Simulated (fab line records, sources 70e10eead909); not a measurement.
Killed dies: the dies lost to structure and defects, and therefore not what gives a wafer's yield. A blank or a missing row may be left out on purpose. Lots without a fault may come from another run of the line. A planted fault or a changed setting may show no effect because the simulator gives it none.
fab line records | flow nandHarc
record: lots: 5 | wafers: 15 | lastDay: 32
route steps=1302 shown P_M0@280 P_M1@285 END@1302
lots with no fault: from the same line, run without faults
startH: the number of hours between the record's first day and the start of the first shown wafer of the lot | waitH: time in hours since the lot's previous step | " unchanged from the row above | L1.1+2: a single row standing in for several wafers | - either no value or no given start | * or withheld: withheld | < > ~ a bound
route shown NAME@n: names a module that has steps shown in the file, with the first one's number in the route | usual: the fault-free wafers' mean and standard deviation | same: alike in all rows | chamber/n: place in a boat | sites: each site's reading | _std_site: standard deviation across them | _edge_site: the outer-site mean with the inner-site mean subtracted | radiusMm: for every site, how far away it sits from the centre of the wafer | mask NAME#n: copy n | behind: tool/chamber where the wafer was last shaped | hold: the reason the lot was held/the length of the hold in hours/how it ended | device: names the non-switching transistor (n, p or np) | end of line: tests run on the same wafers once the route is complete | where a step has no rows: the recipe by itself | killed: not the wafer's yield, but the dies lost to structure and defects at the first sort | map: per-die view of a wafer (x killed, . not killed, _ where there is no die)
set.NAME: the setting as run; set.NAME@STEP: as run at that earlier step | model.NAME: the simulator's own value behind a step, which no gauge read
lots at some steps of the route; a table a step, a row a wafer
services: a tool's chamber out of use, with start hour (startH, from the record's first day; less than 0 if before it), hours out, and reason
== steps ==
step: NHARC_P_M0_SRD_25
step: NHARC_P_M0_INSPECT_27
usual: rawDefectCount: 306/120
lot.wafer | tool             | chamber | startH | waitH | rawDefectCount
L753.2    | defectInspect-01 | -       | 148.17 | 0.0   | 185
L753.4    | "                | -       | "      | "     | 130
L753.6    | "                | -       | "      | "     | 292
L755.1    | defectInspect-01 | -       | 164.79 | 0.0   | 247
L755.5    | "                | -       | "      | "     | 208
L755.6    | "                | -       | "      | "     | 180
L769.1    | defectInspect-02 | -       | 301.70 | 0.0   | 236
L769.2    | "                | -       | "      | "     | 230
L769.4    | "                | -       | "      | "     | 105
L771.1    | defectInspect-02 | -       | 323.45 | 0.0   | 223
L771.2    | "                | -       | "      | "     | 177
L771.3    | "                | -       | "      | "     | 206
L772.4    | defectInspect-01 | -       | 333.41 | 0.0   | 205
L772.5    | "                | -       | "      | "     | 223
L772.6    | "                | -       | "      | "     | 312
step: NHARC_P_M0_PRE_CLEAN_31
recipe: timeS: 12 | tempC: 370 | rfPowerW: 300 | gas: NH3
usual: heaterPowerW: 672/56
lot.wafer | tool     | chamber | startH | waitH | heaterPowerW
L753.2    | pecvd-04 | 0       | 148.27 | 0.1   | 588
L753.6    | "        | 1       | "      | "     | 630
L753.4    | "        | 2       | "      | "     | 576
L755.1    | pecvd-01 | 1       | 164.86 | 0.1   | 675
L755.6    | "        | 1       | "      | "     | 686
L755.5    | "        | 2       | "      | "     | 741
L769.1    | pecvd-04 | 2       | 301.77 | 0.1   | 622
L769.2    | "        | 0       | "      | "     | 663
L769.4    | "        | 2       | "      | "     | 613
L771.1    | pecvd-04 | 0       | 323.51 | 0.1   | 642
L771.3    | "        | 1       | "      | "     | 782
L771.2    | "        | 2       | "      | "     | 597
L772.5    | pecvd-02 | 1       | 333.52 | 0.1   | 720
L772.6    | "        | 2       | "      | "     | 698
L772.4    | "        | 0       | "      | "     | 601
step: NHARC_P_M0_DEP_32
recipe: targetThkA: 300 | tempC: 370 | targetThkNm: 30 | pressureTorr: 3 | flowSccm: 200 | rfW: 450 | material: SiCN
usual: heaterPowerW: 619/52
lot.wafer | tool     | chamber | startH | waitH | heaterPowerW
L753.2    | pecvd-04 | 0       | 148.41 | 0.1   | 543
L753.6    | "        | 1       | "      | "     | 643
L753.4    | "        | 2       | "      | "     | 543
L755.1    | pecvd-01 | 1       | 164.93 | 0.1   | 685
L755.6    | "        | 1       | "      | "     | 706
L755.5    | "        | 2       | "      | "     | 674
L769.1    | pecvd-04 | 2       | 301.85 | 0.1   | 579
L769.2    | "        | 0       | "      | "     | 561
L769.4    | "        | 2       | "      | "     | 574
L771.1    | pecvd-04 | 0       | 323.59 | 0.1   | 592
L771.3    | "        | 1       | "      | "     | 599
L771.2    | "        | 2       | "      | "     | 605
L772.5    | pecvd-02 | 1       | 333.68 | 0.2   | 619
L772.6    | "        | 2       | "      | "     | 668
L772.4    | "        | 0       | "      | "     | 586
step: NHARC_P_M1_DEP_00
recipe: targetThkA: 1825 | targetThkNm: 182.5 | tempC: withheld | pressureTorr: 5 | flowSccm: 200 | rfW: 600 | material: SiOC
step: NHARC_P_M1_DEHYDRATE_01
recipe: tempC: 150 | timeS: 120
step: NHARC_P_M1_HMDS_02
recipe: timeS: 30
step: NHARC_P_M1_COAT_34
recipe: tempC: 200 | timeS: 65
step: NHARC_P_M1_COAT_03
recipe: spinRpm: 1500 | resistThkNm: 90
step: NHARC_P_M1_SOFTBAKE_04
recipe: tempC: 105 | timeS: 55
step: NHARC_P_M1_EBR_05
step: NHARC_P_M1_EXPOSE_06
recipe: na: 1.35 | targetCdNm: 130 | doseMj: 81.88 | maskId: P_M1
usual: exposureDoseMJCm2: 81.90/0.087
lot.wafer | tool           | chamber | startH | waitH | mask   | exposureDoseMJCm2
L753.2    | arfiScanner-01 | 0       | 149.31 | -     | P_M1#0 | 81.99
L753.4    | "              | 0       | "      | "     | P_M1#0 | 81.94
L753.6    | "              | 0       | "      | "     | P_M1#0 | 81.88
L755.1    | arfiScanner-02 | 0       | 165.91 | -     | P_M1#0 | 81.92
L755.5    | "              | 0       | "      | "     | P_M1#0 | 81.91
L755.6    | "              | 0       | "      | "     | P_M1#0 | 82.02
L769.1    | arfiScanner-01 | 0       | 302.83 | -     | P_M1#0 | 79.16
L769.2    | "              | 0       | "      | "     | P_M1#0 | 79.15
L769.4    | "              | 0       | "      | "     | P_M1#0 | 79.18
L771.1    | arfiScanner-02 | 0       | 324.69 | -     | P_M1#0 | 82.02
L771.2    | "              | 0       | "      | "     | P_M1#0 | 81.95
L771.3    | "              | 0       | "      | "     | P_M1#0 | 81.88
L772.4    | arfiScanner-02 | 0       | 334.55 | -     | P_M1#0 | 81.95
L772.5    | "              | 0       | "      | "     | P_M1#0 | 81.95
L772.6    | "              | 0       | "      | "     | P_M1#0 | 81.93
step: NHARC_P_M1_PEB_07
recipe: pebTempC: 100 | pebTimeS: 65
step: NHARC_P_M1_DEVELOP_08
recipe: developTimeS: 35 | devTempC: 23
step: NHARC_P_M1_CD_MEAS_09
recipe: targetCdNm: 130 | landingEnergyEv: 500
usual: cdNm: 130.0/0.62
lot.wafer | tool     | chamber | startH | waitH | cdNm
L753.2    | cdSem-01 | 0       | 149.44 | -     | 130.9
L753.4    | "        | 0       | "      | "     | 130.5
L753.6    | "        | 0       | "      | "     | 130.4
L755.1    | cdSem-03 | 0       | 166.06 | -     | 129.5
L755.5    | "        | 0       | "      | "     | 130.1
L755.6    | "        | 0       | "      | "     | 129.3
L769.1    | cdSem-03 | 0       | 302.97 | -     | 136.8
L769.2    | "        | 0       | "      | "     | 141.9
L769.4    | "        | 0       | "      | "     | 128.7
L771.1    | cdSem-01 | 0       | 324.83 | -     | 130.5
L771.2    | "        | 0       | "      | "     | 129.7
L771.3    | "        | 0       | "      | "     | 129.4
L772.4    | cdSem-02 | 0       | 334.69 | -     | 130.0
L772.5    | "        | 0       | "      | "     | 130.3
L772.6    | "        | 0       | "      | "     | 130.5
step: NHARC_P_M1_OVL_MEAS_10
recipe: pitchNm: 260
usual: overlayXNm: 0.0/0.99 | overlayYNm: 0.2/1
lot.wafer | tool       | chamber | startH | waitH | overlayXNm | overlayYNm
L753.2    | overlay-01 | -       | 149.53 | -     | 0.6        | -0.5
L753.4    | "          | -       | "      | "     | 0.0        | -0.4
L753.6    | "          | -       | "      | "     | 0.4        | -0.2
L755.1    | overlay-02 | -       | 166.14 | -     | 0.3        | 0.9
L755.5    | "          | -       | "      | "     | -0.5       | 0.8
L755.6    | "          | -       | "      | "     | -0.4       | 1.0
L769.1    | overlay-01 | -       | 303.06 | -     | -0.9       | -0.6
L769.2    | "          | -       | "      | "     | -0.8       | -0.5
L769.4    | "          | -       | "      | "     | -1.0       | -0.6
L771.1    | overlay-02 | -       | 324.92 | -     | 0.7        | 0.3
L771.2    | "          | -       | "      | "     | -0.3       | 0.3
L771.3    | "          | -       | "      | "     | 0.4        | 0.4
L772.4    | overlay-02 | -       | 334.77 | -     | 1.1        | -0.3
L772.5    | "          | -       | "      | "     | 1.5        | -0.7
L772.6    | "          | -       | "      | "     | 0.8        | -0.7
step: NHARC_P_M1_INSPECT_11
usual: rawDefectCount: 4.8/2.8
lot.wafer | tool             | chamber | startH | waitH | rawDefectCount
L753.2    | defectInspect-02 | -       | 149.56 | 0.0   | 3
L753.4    | "                | -       | "      | "     | 4
L753.6    | "                | -       | "      | "     | 1
L755.1    | defectInspect-01 | -       | 166.18 | 0.0   | 6
L755.5    | "                | -       | "      | "     | 7
L755.6    | "                | -       | "      | "     | 8
L769.1    | defectInspect-01 | -       | 303.09 | 0.0   | 3
L769.2    | "                | -       | "      | "     | 3
L769.4    | "                | -       | "      | "     | 3
L771.1    | defectInspect-02 | -       | 324.96 | 0.0   | 3
L771.2    | "                | -       | "      | "     | 4
L771.3    | "                | -       | "      | "     | 2
L772.4    | defectInspect-02 | -       | 334.80 | 0.0   | 3
L772.5    | "                | -       | "      | "     | 6
L772.6    | "                | -       | "      | "     | 4
step: NHARC_P_M1_DESCUM_14
recipe: timeS: 3 | o2FlowSccm: 200 | arFlowSccm: 0 | biasPowerW: 0 | chemistry: O2
usual: drypumpMotorCurrentA: 5.7/0.46 | oesProductAu: 0.998/0.0095 | rfVppV: 57.7/1 | showerheadPlenumPTorr: 1.89/0.1 | throttleValvePct: 11.310/0.0087
lot.wafer | tool       | chamber | startH | waitH | drypumpMotorCurrentA | oesProductAu | rfHoursCounterH | rfVppV | showerheadPlenumPTorr | throttleValvePct | model.P_M1.cdNm
L753.2    | rieDiel-12 | 1       | 149.62 | 0.1   | 5.9                  | 0.997        | 13              | 57.8   | 1.93                  | 11.309           | 130.8
L753.4    | "          | 2       | "      | "     | 5.7                  | 0.994        | 14              | 57.4   | 1.94                  | 11.318           | 129.8
L753.6    | "          | 2       | "      | "     | 5.8                  | 0.987        | -               | 56.8   | 1.94                  | 11.303           | 129.7
L755.1    | rieDiel-11 | 2       | 166.26 | 0.1   | 5.7                  | 0.988        | 6               | 58.3   | 2.06                  | 11.321           | 129.3
L755.5    | "          | 0       | "      | "     | 5.8                  | 1.002        | -               | 56.4   | 1.82                  | 11.323           | 129.7
L755.6    | "          | 1       | "      | "     | 6.2                  | 0.986        | -               | 57.5   | 1.99                  | 11.309           | 129.4
L769.1    | rieDiel-01 | 1       | 303.16 | 0.1   | 6.5                  | 1.014        | 6               | 57.3   | 2.02                  | 11.309           | 136.7
L769.4    | "          | 2       | "      | "     | 5.4                  | 1.002        | 7               | 57.3   | 1.78                  | 11.305           | 129
L769.2    | "          | 3       | "      | "     | 5.2                  | 1.017        | 6               | 58.0   | 1.87                  | 11.295           | 142.4
L771.1    | rieDiel-11 | 1       | 325.02 | 0.1   | 6.1                  | 0.997        | 3               | 58.7   | 1.98                  | 11.306           | 131.3
L771.2    | "          | 3       | "      | "     | 5.2                  | 0.993        | 4               | 57.9   | 1.82                  | 11.310           | 130
L771.3    | "          | 0       | "      | "     | 5.9                  | 1.001        | 4               | 56.6   | 1.81                  | 11.328           | 129.7
L772.4    | rieDiel-11 | 3       | 334.87 | 0.1   | 5.2                  | 0.992        | 4               | 56.9   | 1.82                  | 11.305           | 130
L772.5    | "          | 2       | "      | "     | 5.7                  | 1.000        | -               | 59.2   | 2.05                  | 11.311           | 130.3
L772.6    | "          | 3       | "      | "     | 5.2                  | 0.994        | -               | 57.8   | 1.82                  | 11.304           | 129.5
step: NHARC_P_M1_ETCH_35
recipe: targetDepthA: 400 | overetchA: 120 | timeS: 43.94 | ionEnergyEv: 200 | n2FlowSccm: 150 | h2FlowSccm: 150 | arFlowSccm: 0 | rfW: 400 | biasW: 150 | chemistry: N2/H2
usual: drypumpMotorCurrentA: 5.7/0.46 | oesProductAu: 0.999/0.0087 | rfVppV: 430/3.1 | showerheadPlenumPTorr: 2.01/0.11 | throttleValvePct: 14.172/0.009
lot.wafer | tool       | chamber | startH | waitH | drypumpMotorCurrentA | oesProductAu | rfHoursCounterH | rfVppV | showerheadPlenumPTorr | throttleValvePct
L753.2    | rieDiel-12 | 3       | 149.71 | 0.1   | 6.0                  | 1.013        | 14              | 432    | 2.10                  | 14.168
L753.4    | "          | 2       | "      | "     | 5.8                  | 0.994        | 14              | 433    | 2.07                  | 14.157
L753.6    | "          | 3       | "      | "     | 6.0                  | 1.003        | -               | 433    | 2.10                  | 14.171
L755.1    | rieDiel-11 | 0       | 166.33 | 0.1   | 5.9                  | 1.005        | 5               | 428    | 1.93                  | 14.164
L755.5    | "          | 0       | "      | "     | 5.9                  | 0.995        | -               | 427    | 1.93                  | 14.181
L755.6    | "          | 1       | "      | "     | 6.1                  | 0.994        | -               | 434    | 2.12                  | 14.168
L769.4    | rieDiel-01 | 0       | 303.25 | 0.1   | 5.1                  | 0.993        | 6               | 426    | 1.90                  | 14.173
L769.1    | "          | 1       | "      | "     | 6.5                  | 0.999        | 6               | 435    | 2.16                  | 14.167
L769.2    | "          | 2       | "      | "     | 5.4                  | 0.992        | 7               | 425    | 1.89                  | 14.177
L771.1    | rieDiel-11 | 1       | 325.11 | 0.1   | 6.2                  | 0.989        | 3               | 433    | 2.12                  | 14.168
L771.3    | "          | 2       | "      | "     | 5.7                  | 0.996        | 4               | 434    | 2.19                  | 14.194
L771.2    | "          | 0       | "      | "     | 5.9                  | 0.994        | 4               | 427    | 1.93                  | 14.161
L772.4    | rieDiel-11 | 3       | 334.95 | 0.1   | 5.2                  | 1.000        | 5               | 427    | 1.94                  | 14.169
L772.6    | "          | 3       | "      | "     | 5.2                  | 0.997        | -               | 428    | 1.94                  | 14.171
L772.5    | "          | 0       | "      | "     | 5.8                  | 0.987        | -               | 427    | 1.93                  | 14.191
step: NHARC_P_M1_ETCH_15
recipe: targetDepthA: 1825 | timeS: 91.2 | c4f8FlowSccm: withheld | arFlowSccm: 400 | rfW: 600 | biasW: 300 | chemistry: C4F8/Ar
usual: oesProductAu: 0.955/0.018 | rfVppV: 440/3.3
lot.wafer | tool       | chamber | startH | waitH | oesProductAu | rfHoursCounterH | rfVppV
L753.4    | rieDiel-12 | 2       | -      | -     | 0.955        | 14              | 440
L753.2    | "          | 3       | "      | "     | 0.972        | 14              | 443
L753.6    | "          | 2       | "      | "     | 0.952        | -               | 443
L755.1    | rieDiel-11 | 0       | -      | -     | 0.955        | 5               | 438
L755.6    | "          | 1       | "      | "     | 0.937        | -               | 443
L755.5    | "          | 2       | "      | "     | 0.945        | -               | 444
L769.4    | rieDiel-01 | 1       | -      | -     | 0.927        | 6               | 446
L769.1    | "          | 3       | "      | "     | 0.946        | 6               | 440
L769.2    | "          | 0       | "      | "     | 0.933        | 6               | 437
L771.3    | rieDiel-11 | 1       | -      | -     | 0.953        | 3               | 443
L771.1    | "          | 3       | "      | "     | 0.974        | 4               | 438
L771.2    | "          | 0       | "      | "     | 0.968        | 4               | 437
L772.4    | rieDiel-11 | 0       | -      | -     | 0.964        | 5               | 437
L772.5    | "          | 0       | "      | "     | 0.968        | -               | 438
L772.6    | "          | 1       | "      | "     | 0.950        | -               | 443
step: NHARC_P_M1_CD_MEAS_16
usual: cdNm: 130.1/0.7
lot.wafer | tool     | chamber | startH | waitH | cdNm
L753.2    | cdSem-03 | -       | 149.93 | -     | 131.2
L753.4    | "        | -       | "      | "     | 129.1
L753.6    | "        | -       | "      | "     | 129.2
L755.1    | cdSem-02 | -       | 166.55 | -     | 129.2
L755.5    | "        | -       | "      | "     | 130.1
L755.6    | "        | -       | "      | "     | 128.8
L769.1    | cdSem-01 | -       | 303.46 | -     | 137.3
L769.2    | "        | -       | "      | "     | 142.6
L769.4    | "        | -       | "      | "     | 128.2
L771.1    | cdSem-01 | -       | 325.32 | -     | 130.7
L771.2    | "        | -       | "      | "     | 130.2
L771.3    | "        | -       | "      | "     | 129.8
L772.4    | cdSem-02 | -       | 335.18 | -     | 130.4
L772.5    | "        | -       | "      | "     | 130.8
L772.6    | "        | -       | "      | "     | 129.7
step: NHARC_P_M1_STRIP_18
recipe: powerW: 1000 | n2FlowSccm: 150 | h2FlowSccm: 150 | arFlowSccm: 0 | biasW: 0 | chemistry: N2/H2
usual: drypumpMotorCurrentA: 5.7/0.45 | oesProductAu: 0.996/0.0099 | rfVppV: 90.6/1 | showerheadPlenumPTorr: 2.02/0.11 | throttleValvePct: 14.171/0.0098
lot.wafer | tool       | chamber | startH | waitH | drypumpMotorCurrentA | oesProductAu | rfHoursCounterH | rfVppV | showerheadPlenumPTorr | throttleValvePct
L753.4    | rieDiel-11 | 3       | 150.00 | 0.1   | 5.2                  | 0.980        | 4               | 91.5   | 1.94                  | 14.170
L753.2    | "          | 1       | "      | "     | 6.2                  | 0.990        | 4               | 91.2   | 2.12                  | 14.171
L753.6    | "          | 0       | "      | "     | 5.8                  | 0.989        | -               | 89.7   | 1.93                  | 14.154
L755.1    | rieDiel-11 | 0       | 166.70 | 0.2   | 5.8                  | 0.988        | 5               | 90.1   | 1.93                  | 14.180
L755.5    | "          | 1       | "      | "     | 6.1                  | 0.985        | -               | 89.2   | 2.12                  | 14.168
L755.6    | "          | 2       | "      | "     | 5.7                  | 0.989        | -               | 92.7   | 2.20                  | 14.174
L769.2    | rieDiel-11 | 1       | 303.57 | 0.1   | 6.1                  | 0.988        | 3               | 90.5   | 2.12                  | 14.172
L769.1    | "          | 3       | "      | "     | 5.2                  | 1.009        | 3               | 88.9   | 1.94                  | 14.179
L769.4    | "          | 3       | "      | "     | 5.2                  | 0.993        | -               | 90.9   | 1.94                  | 14.175
L771.2    | rieDiel-01 | 0       | 325.40 | 0.1   | 5.1                  | 1.006        | 8               | 89.6   | 1.90                  | 14.170
L771.1    | "          | 2       | "      | "     | 5.5                  | 0.995        | 8               | 88.1   | 1.89                  | 14.174
L771.3    | "          | 3       | "      | "     | 5.2                  | 1.007        | 8               | 89.0   | 1.99                  | 14.155
L772.4    | rieDiel-11 | 1       | 335.24 | 0.1   | 6.2                  | 0.977        | 4               | 91.2   | 2.11                  | 14.163
L772.6    | "          | 1       | "      | "     | 6.1                  | 0.983        | -               | 92.0   | 2.12                  | 14.175
L772.5    | "          | 2       | "      | "     | 5.7                  | 0.999        | -               | 92.4   | 2.19                  | 14.163
step: NHARC_P_M1_ETCH_28
recipe: targetDepthA: 300 | overEtchFrac: 0.3 | timeS: 72.99 | ionEnergyEv: 150 | cf4FlowSccm: 50 | n2FlowSccm: 100 | arFlowSccm: 150 | rfW: 300 | biasW: 100 | chemistry: CF4/N2
usual: drypumpMotorCurrentA: 5.7/0.44 | oesProductAu: 0.996/0.0088 | rfVppV: 313.6/2.4 | showerheadPlenumPTorr: 2.60/0.13 | throttleValvePct: 19.795/0.0092
lot.wafer | tool       | chamber | startH | waitH | drypumpMotorCurrentA | oesProductAu | rfHoursCounterH | rfVppV | showerheadPlenumPTorr | throttleValvePct | model.P_M1.cdNm
L753.2    | rieDiel-11 | 2       | -      | -     | 5.7                  | 0.972        | 5               | 316.9  | 2.81                  | 19.792           | 130.7
L753.4    | "          | 0       | "      | "     | 5.8                  | 0.999        | 4               | 310.2  | 2.50                  | 19.799           | 129.4
L753.6    | "          | 2       | "      | "     | 5.7                  | 0.995        | -               | 316.0  | 2.81                  | 19.796           | 129.2
L755.1    | rieDiel-11 | 1       | -      | -     | 6.2                  | 0.999        | 5               | 313.9  | 2.72                  | 19.787           | 128.8
L755.5    | "          | 3       | "      | "     | 5.2                  | 0.986        | -               | 312.4  | 2.51                  | 19.804           | 129.7
L755.6    | "          | 0       | "      | "     | 5.9                  | 1.003        | -               | 312.5  | 2.50                  | 19.817           | 128.7
L769.1    | rieDiel-11 | 1       | -      | -     | 6.2                  | 0.994        | 3               | 316.3  | 2.72                  | 19.795           | 138.2
L769.2    | "          | 3       | "      | "     | 5.2                  | 0.988        | 3               | 312.2  | 2.51                  | 19.805           | 143.3
L769.4    | "          | 0       | "      | "     | 5.8                  | 0.984        | -               | 311.2  | 2.50                  | 19.785           | 128.7
L771.2    | rieDiel-01 | 0       | -      | -     | 5.1                  | 0.999        | 8               | 309.6  | 2.46                  | 19.800           | 130.2
L771.1    | "          | 2       | "      | "     | 5.4                  | 0.987        | 9               | 310.3  | 2.45                  | 19.800           | 130
L771.3    | "          | 3       | "      | "     | 5.3                  | 1.003        | 8               | 312.2  | 2.56                  | 19.789           | 128.9
L772.4    | rieDiel-11 | 1       | -      | -     | 6.2                  | 0.988        | 4               | 316.6  | 2.72                  | 19.792           | 130.1
L772.6    | "          | 3       | "      | "     | 5.2                  | 0.987        | -               | 311.5  | 2.51                  | 19.810           | 130.2
L772.5    | "          | 0       | "      | "     | 5.9                  | 0.984        | -               | 311.0  | 2.50                  | 19.784           | 130.8
step: NHARC_P_M1_STRIP_19
recipe: timeS: 600 | tempC: 30 | chemistry: postEtchResidueRemover
step: NHARC_END_SORT_01
recipe: tempC: 25
usual: defectLimitedYield: 91.1/2.7 | killedAtArray: 55/19 | killedAtOther: 0.6/0.99 | killedAtPeriphery: 4.2/2.6 | killedDies: 60/18 | killedOpen: 3.4/1.7 | killedShort: 2.3/1.5
same: grossDies: 677
lot.wafer | tool      | chamber | startH | waitH | defectLimitedYield[%] | killedAtArray | killedAtOther | killedAtPeriphery | killedDies | killedOpen | killedShort
L755.1    | prober-02 | 0       | 595.73 | 2.5   | 95.3                  | 29            | 0             | 3                 | 32         | 2          | 4
L755.5    | prober-02 | 0       | 598.89 | 3.7   | 94.5                  | 34            | 1             | 2                 | 37         | 5          | 2
L755.6    | prober-02 | 0       | 599.68 | 3.9   | 95.9                  | 22            | 0             | 6                 | 28         | 3          | 1
L769.1    | prober-02 | 0       | 736.40 | 2.5   | 85.2                  | 97            | 0             | 3                 | 100        | 0          | 2
L769.2    | prober-02 | 0       | 737.20 | 2.8   | 86.3                  | 83            | 1             | 9                 | 93         | 2          | 2
L769.4    | prober-02 | 0       | 738.79 | 3.4   | 86.9                  | 81            | 0             | 8                 | 89         | 2          | 2
killed by level:class
L755.1 A_CHANNEL_HOLE_D2:chamberFilmFlake=7 A_CHANNEL_HOLE_D1:chamberFilmFlake=6 A_CONTACT:chamberFilmFlake=5 A_ONON_D1:geometricParticle:short=2 P_GATE:chamberFilmFlake=2 A_STAIRCASE:chamberFilmFlake=2 A_M1:chamberFilmFlake=2 P_CONTACT:geometricParticle:open=1
L755.5 A_CHANNEL_HOLE_D2:chamberFilmFlake=14 A_CONTACT:chamberFilmFlake=7 A_CHANNEL_HOLE_D1:chamberFilmFlake=3 P_GATE:chamberFilmFlake=2 A_M1:chamberFilmFlake=2 A_ONON_D1:geometricParticle:short=1 A_CHANNEL_FILL_D1:geometricParticle:open=1 A_DECK1_JOINT:geometricParticle:open=1
L755.6 P_GATE:chamberFilmFlake=5 A_CHANNEL_HOLE_D2:chamberFilmFlake=5 A_STAIRCASE:chamberFilmFlake=4 A_CHANNEL_HOLE_D1:chamberFilmFlake=3 A_CONTACT:chamberFilmFlake=3 A_M1:chamberFilmFlake=3 A_SOURCE_PLATE:geometricParticle:open=1 A_CHANNEL_FILL_D1:geometricParticle:open=1
L769.1 A_SLIT:chamberFilmFlake=30 A_CHANNEL_HOLE_D2:chamberFilmFlake=28 A_CHANNEL_HOLE_D1:chamberFilmFlake=20 A_CONTACT:chamberFilmFlake=8 A_CHANNEL_FILL_D2:chamberFilmFlake=4 P_M2:chamberFilmFlake=3 A_WL_FILL:chamberFilmFlake=3 A_CHANNEL_FILL_D1:geometricParticle:short=1
L769.2 A_CHANNEL_HOLE_D1:chamberFilmFlake=25 A_SLIT:chamberFilmFlake=22 A_CHANNEL_HOLE_D2:chamberFilmFlake=21 A_CONTACT:chamberFilmFlake=5 P_CONTACT:chamberFilmFlake=3 P_M2:chamberFilmFlake=3 A_STAIRCASE:chamberFilmFlake=2 A_WL_FILL:chamberFilmFlake=2
L769.4 A_SLIT:chamberFilmFlake=28 A_CHANNEL_HOLE_D2:chamberFilmFlake=21 A_CHANNEL_HOLE_D1:chamberFilmFlake=20 P_M2:chamberFilmFlake=4 A_CONTACT:chamberFilmFlake=3 A_CHANNEL_FILL_D1:geometricParticle:short=2 P_GATE:chamberFilmFlake=2 A_DECK1_JOINT:chamberFilmFlake=2
== services ==
tool           | chamber | startH | hours | kind
pecvd-01       | -       | 130.00 | 13.0  | pm
arfiScanner-02 | -       | 140.00 | 4.0   | pm
pecvd-01       | 2       | 146.83 | 11.0  | repair
rieDiel-12     | -       | 150.04 | 0.6   | repair
rieDiel-01     | 2       | 159.36 | 3.1   | repair
pecvd-04       | -       | 177.19 | 2.2   | repair
rieDiel-12     | -       | 193.82 | 1.0   | repair
rieDiel-12     | 0       | 198.39 | 11.0  | repair
rieDiel-01     | -       | 204.12 | 9.0   | pm
rieDiel-11     | 0       | 220.09 | 4.3   | repair
pecvd-02       | -       | 227.73 | 13.0  | pm
pecvd-01       | 0       | 244.33 | 8.0   | repair
rieDiel-11     | 1       | 247.35 | 3.8   | repair
arfiScanner-01 | -       | 252.00 | 4.0   | pm
rieDiel-12     | 2       | 255.26 | 8.2   | repair
rieDiel-11     | -       | 255.50 | 9.0   | pm
pecvd-04       | 1       | 267.62 | 12.7  | repair
rieDiel-12     | 3       | 268.97 | 7.0   | repair
pecvd-04       | -       | 269.00 | 13.0  | pm
rieDiel-12     | -       | 269.86 | 9.0   | pm
rieDiel-11     | 2       | 299.81 | 7.4   | repair
rieDiel-11     | 1       | 306.47 | 6.0   | repair
arfiScanner-02 | -       | 312.00 | 4.0   | pm
rieDiel-01     | 1       | 313.07 | 5.4   | repair
== key ==
firstSign: step: NHARC_P_M1_EXPOSE_06 | reading: exposureDoseMJCm2 | direction: down | sigmas: 31 | usual: 81.90 | struck: 79.16
effect: step: NHARC_P_M1_CD_MEAS_09 | reading: cdNm | direction: up | sigmas: 9.5 | usual: 130.0 | struck: 135.8 | through: controlLoop
effect: step: NHARC_P_M1_CD_MEAS_16 | reading: cdNm | direction: up | sigmas: 8.5 | usual: 130.1 | struck: 136.0 | through: controlLoop
modelEffect: step: NHARC_P_M1_DESCUM_14 | value: P_M1.cdNm | without: 130.6 | struck: 136
modelEffect: step: NHARC_P_M1_ETCH_28 | value: P_M1.cdNm | without: 131.4 | struck: 136.8
metAt NHARC_P_M1_EXPOSE_06
struckWafers L769.1,L769.2,L769.4
loopTrim: step: NHARC_P_M1_EXPOSE_06 | setting: dose | lots: L769
onsetBetween 149.31 302.83
fault: kind: processParameterDrift | tool: arfiScanner-01 | chamber: - | onsetH: 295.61 | steps: NHARC_P_M1_EXPOSE_06 | channel: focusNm | offset: 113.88 | spreadByWafer: 0.3 | shape: step | endH: 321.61
loopTrim: a control loop set the setting to another value than it would have without faults
